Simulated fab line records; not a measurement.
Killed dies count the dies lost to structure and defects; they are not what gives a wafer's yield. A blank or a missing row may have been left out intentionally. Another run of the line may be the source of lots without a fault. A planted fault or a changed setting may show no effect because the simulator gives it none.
fab line records    flow n5-finfet
record lots=6  wafers=18  last-day=19
route steps=1938 shown BEOL_M0_SAQP@674
lots that met no fault: taken from a fault-free run of the same line
start-h: hours from the record's first day to the start of the lot's first wafer shown    wait-h: hours from the lot's prior step to this one    " same as the row above    L1.1+2: several wafers, shown together as one row    - either no value or no given start    * or withheld: withheld    < > ~ a bound
route shown NAME@n: a module of which the file shows steps, and the number in the route of the first    usual: mean and standard deviation over wafers with no fault    same: alike in all rows    chamber/n: place in a boat    sites: the reading at each site    _std_site: their standard deviation    _edge_site: inner sites' mean taken away from outer sites' mean    radius-mm: how far each site lies from the wafer's centre    mask NAME#n: copy n    behind: the tool/chamber that last shaped the wafer    hold: reason for holding the lot/hours on hold/outcome of the hold    device: names the non-switching transistor (n, p or np)    end of line: the route-end tests of the same wafers    step lacking rows: just its recipe    killed: the dies lost at the first sort to structure and to defects; this is not the yield of the wafer    map: shows each die of a wafer: x if killed, . if not, _ if none is there
set.NAME: the setting the step ran with; set.NAME@STEP: the setting that earlier step ran with    model.NAME: the simulator's own value behind a step, which no gauge read
lots seen at some steps along the route; tables by step, rows by wafer
services: from which hour (start-h, from the record's first day; less than 0 if before it) a tool's chamber was out of use, for how many hours, and why
## steps
# step N5_BEOL_M0_SAQP_STRIP_108
# recipe chemistry=N2/H2  power-w=500  temp-c=40  pressure-mtorr=50  rf-frequency-hz=6e+07  overash-fraction=0.3  bias-power-w=28  h2-frac=0.5  n2-flow-sccm=300  h2-flow-sccm=300
# usual drypump-motor-current-A=6.0/0.56  oes-product-au=0.79/0.082  rf-vpp-V=122.0/0.97  showerhead-plenum-p-Torr=3.38/0.11  throttle-valve-pct=19.13/0.17
lot.wafer  tool         chamber  start-h  wait-h  drypump-motor-current-A  oes-product-au  rf-hours-counter-h  rf-vpp-V  showerhead-plenum-p-Torr  throttle-valve-pct
L878.1     rie-diel-06  0        113.11   0.0     6.4                      0.71            202                 122.9     3.46                      19.43
L878.2     "            1        "        "       5.2                      0.70            219                 123.5     3.45                      18.98
L878.6     "            2        "        "       6.4                      0.80            -                   121.4     3.24                      19.08
L882.2     rie-diel-01  2        148.13   0.0     6.4                      0.95            3                   123.5     3.58                      19.32
L882.5     "            2        "        "       6.4                      0.95            -                   122.4     3.58                      19.31
L882.6     "            1        "        "       6.3                      0.77            -                   122.6     3.37                      18.96
L886.1     rie-diel-01  1        168.81   0.0     6.3                      0.77            133                 123.0     3.37                      19.00
L886.2     "            0        "        "       6.7                      0.81            83                  121.3     3.26                      19.14
L886.4     "            2        "        "       6.4                      0.92            -                   122.9     3.58                      19.32
L887.2     rie-diel-06  3        173.71   0.0     5.2                      0.84            45                  123.4     3.41                      19.31
L887.3     "            1        "        "       5.2                      0.69            235                 122.6     3.44                      19.00
L887.4     "            2        "        "       6.4                      0.78            140                 122.6     3.23                      19.07
L896.1     rie-diel-03  2        227.05   0.0     5.0                      0.76            159                 121.8     3.48                      18.98
L896.5     "            2        "        "       5.0                      0.75            -                   124.0     3.49                      18.99
L896.6     "            3        "        "       5.4                      0.88            -                   120.9     3.42                      19.00
L900.2     rie-diel-03  2        252.86   0.0     5.0                      0.75            168                 122.6     3.48                      18.99
L900.4     "            3        "        "       5.4                      0.87            61                  122.2     3.41                      19.01
L900.5     "            1        "        "       6.1                      0.73            -                   121.3     3.22                      19.05
# step N5_BEOL_M0_SAQP_RECESS_109
# recipe chemistry=HF/NH3  target=SiO2  target-depth-a=30  afs-cycles=1  temp-c=30  sublimation-temp-c=180  sublimation-time-s=60
# usual drypump-motor-current-A=5.9/0.4
lot.wafer  tool           chamber  start-h  wait-h  drypump-motor-current-A
L878.1     vapor-etch-02  0        113.17   0.0     5.7
L878.2     "              1        "        "       5.4
L878.6     "              1        "        "       5.4
L882.2     vapor-etch-01  1        148.19   0.0     6.5
L882.5     "              0        "        "       6.0
L882.6     "              1        "        "       6.5
L886.1     vapor-etch-02  0        168.87   0.0     5.6
L886.2     "              1        "        "       5.5
L886.4     "              0        "        "       5.6
L887.2     vapor-etch-01  1        173.77   0.0     6.5
L887.3     "              1        "        "       6.5
L887.4     "              0        "        "       5.9
L896.1     vapor-etch-02  0        227.34   0.3     5.6
L896.5     "              0        "        "       5.7
L896.6     "              1        "        "       5.5
L900.2     vapor-etch-01  1        252.93   0.0     6.5
L900.4     "              0        "        "       5.9
L900.5     "              1        "        "       6.5
# step N5_BEOL_M0_SAQP_SPACER2_ALD_26
# recipe material=SiO2  target-thk-a=150  temp-c=300  ald-precursor-family=BDEAS  ald-co-reactant=O2-plasma  pulse-time-s=1  purge-time-s=2  co-reactant-purge-time-s=2  pressure-torr=2
# usual heater-power-w=461/58  precursor-pulse-height-rel=0.998/0.02
# same co-reactant-purge-time-s=2
lot.wafer  tool        chamber  start-h  wait-h  heater-power-w  precursor-pulse-height-rel
L878.1     ald-sin-03  1        113.31   0.1     509             1.005
L878.2     "           2        "        "       588             1.007
L878.6     "           3        "        "       484             0.973
L882.2     ald-sin-02  1        148.33   0.1     527             1.011
L882.5     "           3        "        "       428             1.018
L882.6     "           0        "        "       437             0.989
L886.1     ald-sin-03  1        169.01   0.1     515             0.979
L886.2     "           0        "        "       441             1.032
L886.4     "           2        "        "       598             0.941
L887.2     ald-sin-02  0        173.92   0.1     429             0.989
L887.3     "           2        "        "       363             1.010
L887.4     "           1        "        "       550             1.015
L896.1     ald-sin-02  0        227.69   0.3     432             1.047
L896.5     "           1        "        "       542             0.986
L896.6     "           2        "        "       365             0.999
L900.2     ald-sin-01  2        253.07   0.1     490             0.977
L900.4     "           1        "        "       406             1.026
L900.5     "           2        "        "       482             0.961
# step N5_BEOL_M0_SAQP_SPACER2_ETCHBACK_27
# recipe chemistry=CHF3/O2  mode=anisotropic-etchback  target=SiO2  target-depth-a=225  time-s=11.25  pressure-mtorr=30  source-w=650  bias-w=170  Ar_flow_sccm=200  CHF3_flow_sccm=50  O2_flow_sccm=5  ion-energy-ev=200
# usual O2_flow_sccm=5.002/0.014  drypump-motor-current-A=5.8/0.55  oes_ar_750_au=0.80/0.078  oes-product-au=0.80/0.083  rf-vpp-V=525/5.2  showerhead-plenum-p-Torr=2.42/0.073  throttle-valve-pct=18.98/0.21
lot.wafer  tool         chamber  start-h  wait-h  O2_flow_sccm  drypump-motor-current-A  oes_ar_750_au  oes-product-au  rf-hours-counter-h  rf-vpp-V  showerhead-plenum-p-Torr  throttle-valve-pct
L878.1     rie-diel-01  1        113.96   0.4     5.002         6.3                      0.77           0.79            116                 527       2.42                      18.82
L878.2     "            0        "        "       5.011         6.6                      0.82           0.83            67                  526       2.35                      19.18
L878.6     "            0        "        "       4.985         6.6                      0.82           0.83            -                   526       2.35                      19.19
L882.2     rie-diel-03  2        148.88   0.3     4.991         5.0                      0.77           0.78            130                 535       2.52                      18.98
L882.5     "            2        "        "       5.017         5.0                      0.77           0.78            -                   533       2.53                      19.00
L882.6     "            1        "        "       4.978         6.1                      0.75           0.76            -                   517       2.31                      18.51
L886.1     rie-diel-01  2        169.56   0.3     5.012         6.4                      0.93           0.93            11                  530       2.56                      19.04
L886.2     "            1        "        "       5.019         6.2                      0.76           0.77            133                 528       2.41                      18.85
L886.4     "            2        "        "       5.020         6.4                      0.92           0.92            -                   530       2.56                      19.05
L887.2     rie-diel-01  3        174.48   0.3     5.009         5.9                      1.00           0.99            1                   518       2.36                      18.89
L887.3     "            0        "        "       4.990         6.6                      0.79           0.80            86                  527       2.34                      19.22
L887.4     "            2        "        "       4.993         6.4                      0.91           0.93            13                  529       2.56                      19.04
L896.1     rie-diel-01  0        228.50   0.5     4.994         6.6                      0.78           0.79            106                 524       2.33                      19.25
L896.5     "            1        "        "       5.001         6.2                      0.75           0.75            -                   525       2.40                      18.87
L896.6     "            2        "        "       5.027         6.4                      0.88           0.88            -                   531       2.55                      19.08
L900.2     rie-diel-06  1        253.62   0.3     5.011         5.2                      0.96           0.98            2                   531       2.46                      18.63
L900.4     "            0        "        "       5.011         6.4                      0.69           0.69            242                 527       2.48                      19.28
L900.5     "            3        "        "       4.976         5.2                      0.79           0.80            -                   525       2.43                      19.12
# step N5_BEOL_M0_SAQP_MANDREL2_REMOVE_110
# recipe chemistry=HBr/Cl2/O2  bt-time-s=10  target=a-Si  stop-on=SiCN  endpoint=OES-SiCl  over-etch-frac=1  icp-w=600  bias-w=30  HBr_flow_sccm=150  Cl2_flow_sccm=80  O2_flow_sccm=5  pressure-mtorr=10
# usual O2_flow_sccm=4.999/0.015  drypump-motor-current-A=5.8/0.35  oes-product-au=1.003/0.015  throttle-valve-pct=36.74/0.23
lot.wafer  tool       chamber  start-h  wait-h  O2_flow_sccm  drypump-motor-current-A  oes-product-au  rf-hours-counter-h  throttle-valve-pct
L878.1     rie-si-05  1        114.04   0.1     4.999         5.0                      0.979           90                  36.86
L878.2     "          0        "        "       4.983         6.2                      1.013           1                   36.80
L878.6     "          1        "        "       4.991         5.0                      0.980           -                   36.89
L882.2     rie-si-05  0        148.98   0.1     4.976         6.2                      1.013           2                   36.79
L882.5     "          2        "        "       5.018         5.6                      1.014           -                   37.17
L882.6     "          3        "        "       4.997         5.5                      0.986           -                   36.33
L886.1     rie-si-06  0        169.65   0.1     4.994         5.9                      1.001           163                 36.54
L886.2     "          3        "        "       4.988         5.7                      1.009           99                  36.68
L886.4     "          1        "        "       5.015         5.6                      1.007           170                 36.48
L887.2     rie-si-06  2        174.57   0.1     4.970         5.2                      0.991           100                 36.64
L887.3     "          1        "        "       5.033         5.6                      1.015           171                 36.48
L887.4     "          0        "        "       5.014         5.9                      0.995           163                 36.55
L896.1     rie-si-06  0        228.59   0.1     5.002         5.9                      0.992           164                 36.55
L896.5     "          0        "        "       5.001         5.9                      0.993           -                   36.55
L896.6     "          3        "        "       5.011         5.6                      1.009           -                   36.67
L900.2     rie-si-05  3        253.71   0.1     4.982         5.5                      0.991           106                 36.33
L900.4     "          1        "        "       4.945         5.0                      0.986           93                  36.86
L900.5     "          2        "        "       4.993         5.6                      1.026           -                   37.17
# step N5_BEOL_M0_SAQP_CD_MEAS_29
# recipe target-cd-nm=14.4  landing-energy-ev=1000  detector=se-inlens
# usual cd-nm=15.05/0.23
lot.wafer  tool       chamber  start-h  wait-h  cd-nm
L878.1     cd-sem-02  0        114.15   0.1     15.00
L878.2     "          0        "        "       15.23
L878.6     "          0        "        "       15.16
L882.2     cd-sem-01  0        149.09   0.1     15.20
L882.5     "          0        "        "       14.95
L882.6     "          0        "        "       15.18
L886.1     cd-sem-01  0        169.76   0.1     15.25
L886.2     "          0        "        "       15.31
L886.4     "          0        "        "       15.49
L887.2     cd-sem-03  0        174.68   0.1     14.99
L887.3     "          0        "        "       15.12
L887.4     "          0        "        "       15.21
L896.1     cd-sem-02  0        228.70   0.1     14.92
L896.5     "          0        "        "       15.14
L896.6     "          0        "        "       15.30
L900.2     cd-sem-01  0        253.82   0.1     15.21
L900.4     "          0        "        "       15.01
L900.5     "          0        "        "       15.27
# step N5_BEOL_M0_SAQP_COAT_69
# recipe resist=SOC  temp-c=250  time-s=60  spin-rpm=1500  resist-thk-nm=90
# step N5_BEOL_M0_SAQP_COAT_72
# recipe resist=SiARC  temp-c=220  time-s=60  spin-rpm=1500  resist-thk-nm=15
# step N5_BEOL_M0_SAQP_COAT_87
# recipe resist=underlayer  temp-c=205  time-s=60  spin-rpm=1500  resist-thk-nm=5
# step N5_BEOL_M0_SAQP_COAT_34
# recipe resist=CAR-EUV  spin-rpm=1500  resist-thk-nm=30
# step N5_BEOL_M0_SAQP_EBR_36
# recipe solvent=PGMEA  ebr-width-mm=1.5
# step N5_BEOL_M0_SAQP_SOFTBAKE_35
# recipe temp-c=110  time-s=60  resist=CAR-EUV
# step N5_BEOL_M0_SAQP_EXPOSE_37
# recipe mask-id=M0_CUT1  na=0.33  source-shape=annular  sigma-inner=0.35  sigma-outer=0.8  polarization=unpolarized  target-cd-nm=30  dose-mj=44.75
# usual exposure-dose-mJ-cm2=44.74/0.072  focus-offset-nm=0.0/0.5  na=0.33/0  sigma-outer=0.8/0
lot.wafer  tool            chamber  start-h  wait-h  mask       exposure-dose-mJ-cm2  focus-offset-nm  na    sigma-outer
L878.1     euv-scanner-02  0        114.33   -       M0_CUT1#0  44.80                 -0.8             0.33  0.8
L878.2     "               0        "        "       M0_CUT1#0  44.80                 -0.4             0.33  0.8
L878.6     "               0        "        "       M0_CUT1#0  44.76                 -0.2             0.33  0.8
L882.2     euv-scanner-02  0        149.27   -       M0_CUT1#0  44.70                 0.9              0.33  0.8
L882.5     "               0        "        "       M0_CUT1#0  44.69                 0.2              0.33  0.8
L882.6     "               0        "        "       M0_CUT1#0  44.72                 0.2              0.33  0.8
L886.1     euv-scanner-02  -        169.94   -       M0_CUT1#0  -                     -                -     -
L886.2     "               -        "        "       M0_CUT1#0  -                     -                -     -
L886.4     "               -        "        "       M0_CUT1#0  -                     -                -     -
L887.2     euv-scanner-02  -        174.86   -       M0_CUT1#0  -                     -                -     -
L887.3     "               -        "        "       M0_CUT1#0  -                     -                -     -
L887.4     "               -        "        "       M0_CUT1#0  -                     -                -     -
L896.1     euv-scanner-02  0        228.87   -       M0_CUT1#0  44.72                 0.5              0.33  0.8
L896.5     "               0        "        "       M0_CUT1#0  44.77                 0.1              0.33  0.8
L896.6     "               0        "        "       M0_CUT1#0  44.84                 -0.5             0.33  0.8
L900.2     euv-scanner-01  0        254.12   -       M0_CUT1#0  44.56                 -0.2             0.33  0.8
L900.4     "               0        "        "       M0_CUT1#0  44.61                 0.2              0.33  0.8
L900.5     "               0        "        "       M0_CUT1#0  44.65                 0.6              0.33  0.8
# step N5_BEOL_M0_SAQP_PEB_38
# recipe peb-temp-c=100  peb-time-s=60  resist=CAR-EUV
## services
tool            chamber  start-h  hours  kind
ald-sin-01      -        102.83   2.8    pm
euv-scanner-01  -        104.83   1.0    pm
rie-si-05       -        104.94   1.8    repair
euv-scanner-01  -        106.59   72.0   pm
rie-si-06       -        109.83   2.8    pm
ald-sin-03      -        114.15   3.6    repair
ald-sin-03      2        127.32   6.2    repair
ald-sin-03      -        138.77   1.3    repair
rie-si-05       2        152.34   3.8    repair
euv-scanner-02  -        158.67   0.8    repair
euv-scanner-02  -        166.62   0.1    repair
rie-diel-03     1        174.81   17.2   repair
ald-sin-03      -        176.96   14.0   pm
euv-scanner-02  -        178.59   1.0    pm
euv-scanner-02  -        185.21   4.6    pm
ald-sin-03      -        190.96   6.0    pm
euv-scanner-02  -        194.62   1.0    pm
rie-diel-06     0        198.08   6.2    repair
vapor-etch-02   0        207.76   10.6   repair
rie-si-06       3        208.37   5.2    repair
vapor-etch-02   -        235.17   1.8    repair
vapor-etch-02   -        236.98   28.1   pm
rie-diel-01     2        247.05   9.9    repair
euv-scanner-02  -        250.77   1.0    pm
## key
first-sign step=N5_BEOL_M0_SAQP_EXPOSE_37  reading=tool-record  direction=missing
effect none on later readings
met-at N5_BEOL_M0_SAQP_EXPOSE_37
struck-wafers L886.1,L886.2,L886.4,L887.2,L887.3,L887.4
later-rows-left-out L886.1,L886.2,L886.4,L887.2,L887.3,L887.4
sort-left-out L886.1,L886.2,L886.4,L887.2,L887.3,L887.4
onset-between 149.27 169.94
fault kind=skipped-step-whole  tool=euv-scanner-02  chamber=-  onset-h=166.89  steps=N5_BEOL_M0_SAQP_EXPOSE_37  scope=struck-lots-only
# sort-left-out: the simulated sort isn't trusted on such a fault, so these wafers' sort isn't shown, and their yield isn't known
# later-rows-left-out: the simulator's readings of these wafers behind a module that went badly wrong aren't trusted and aren't shown, but for the sort
